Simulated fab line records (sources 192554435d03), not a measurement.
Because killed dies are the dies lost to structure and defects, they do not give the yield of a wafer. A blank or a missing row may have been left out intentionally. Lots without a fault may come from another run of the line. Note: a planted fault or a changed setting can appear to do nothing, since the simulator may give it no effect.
A lot that was struck, set against a sound lot ; flow n5Finfet ; 27 steps out of a route of 1938
Sound: these wafers, L609.2, L609.4, L609.6. Wafers L624.1, L624.3, L624.5 were the ones struck. Last of all comes the cause.
For every step that has rows: the tool of each side, followed by ch and its chambers, followed by its first start. Under that, the readings that differ: sound wafers ; struck wafers ; difference of the means ; sigmas: that difference in standard deviations of wafers without a fault.
alike: readings with means less than 2 such deviations apart, plus words and numbers identical on both sides. not compared: withheld readings, readings lacking a value on some wafer, bounds such as >300 that could conceal the same value, and numbers that have no deviation in the record and whose values overlap.
A row with sigmas, a row that says differs or no value, or rows on one side alone: a step with any of these is where the two part. Numbers that don't overlap but have no deviation are shown without sigmas and don't part them. Lack of a reading on every wafer of one side parts them only where that side has two or more wafers.

first, 9 steps without rows for these wafers: N5_MIM_BOT_LITHO_EBR_04; N5_MIM_BOT_LITHO_SOFTBAKE_03 (time 90 s); N5_MIM_BOT_LITHO_EXPOSE_05 (exposes mask MIM BOT); N5_MIM_BOT_LITHO_PEB_06; N5_MIM_BOT_LITHO_DEVELOP_07 (develop time 60 s); N5_MIM_BOT_LITHO_HARDBAKE_09 (time 120 s); N5_MIM_BOT_LITHO_DESCUM_10 (chemistry O2, time 7.9 s); N5_MIM_BOT_ETCH_ETCH_04 (etches SiNx in CF4/O2, target depth 26 nm, time 13 s); N5_MIM_BOT_ETCH_ETCH_03 (etches the open film in Cl2/BCl3, target depth 12 nm).
N5_MIM_BOT_ETCH_ETCH_00: etches TiN in Cl2/BCl3, target depth 45.5 nm.
  sound on rieMetal-02 ch 0,1, day 12 16:47; struck on rieMetal-02 ch 0,1, day 17 05:42
  alike: drypumpMotorCurrentA, mfcCl2Sccm, oes_ar_750_au, oesProductAu, throttleValvePct
  not compared: rfHoursCounterH
then, 14 steps without rows for these wafers: N5_MIM_BOT_ETCH_STRIP_01 (strips in O2); N5_MIM_BOT_ETCH_STRIP_02 (strips in post etch residue remover, time 1200 s); N5_MIM_BOT_ETCH_CLEAN_05 (cleans in IPA, time 180 s); N5_MIM_BOT_ETCH_SRD_06 (time 30 s); N5_PASSIVATION_PECVD_55 (deposits SiO2 from SiH4/N2O, target thk 400 nm, time 22.5 s); N5_PASSIVATION_PECVD_01 (deposits SiNx from SiH4/NH3/N2, target thk 200 nm, time 43.2 s); N5_PASSIVATION_HMDS_03 (time 60 s); N5_PASSIVATION_COAT_04; N5_PASSIVATION_EBR_06; N5_PASSIVATION_SOFTBAKE_05 (time 90 s); N5_PASSIVATION_EXPOSE_07 (exposes mask TV, defocus 0 nm, target cd 3000 nm); N5_PASSIVATION_PEB_08; N5_PASSIVATION_DEVELOP_09 (develop time 60 s); N5_PASSIVATION_HARDBAKE_11 (time 120 s).
N5_PASSIVATION_INSPECT_61: inspects for defects (macro).
  sound on defectInspect-01, day 12 17:52; struck on defectInspect-01, day 17 07:04
reading;sound;struck;difference;sigmas
rawDefectCount;2 2 0;285 >300 295;differs;
then, 1 step without rows for these wafers: N5_PASSIVATION_DESCUM_12 (chemistry O2, time 7.9 s).
N5_PASSIVATION_PROBE_49:
  the record has rows for the struck wafers here (prober-02, day 17 15:24) and none for the sound ones

## WHERE THEY PART
At N5_PASSIVATION_INSPECT_61 first; at N5_PASSIVATION_PROBE_49 last (within this record only).

WHY: whatever the simulator had introduced
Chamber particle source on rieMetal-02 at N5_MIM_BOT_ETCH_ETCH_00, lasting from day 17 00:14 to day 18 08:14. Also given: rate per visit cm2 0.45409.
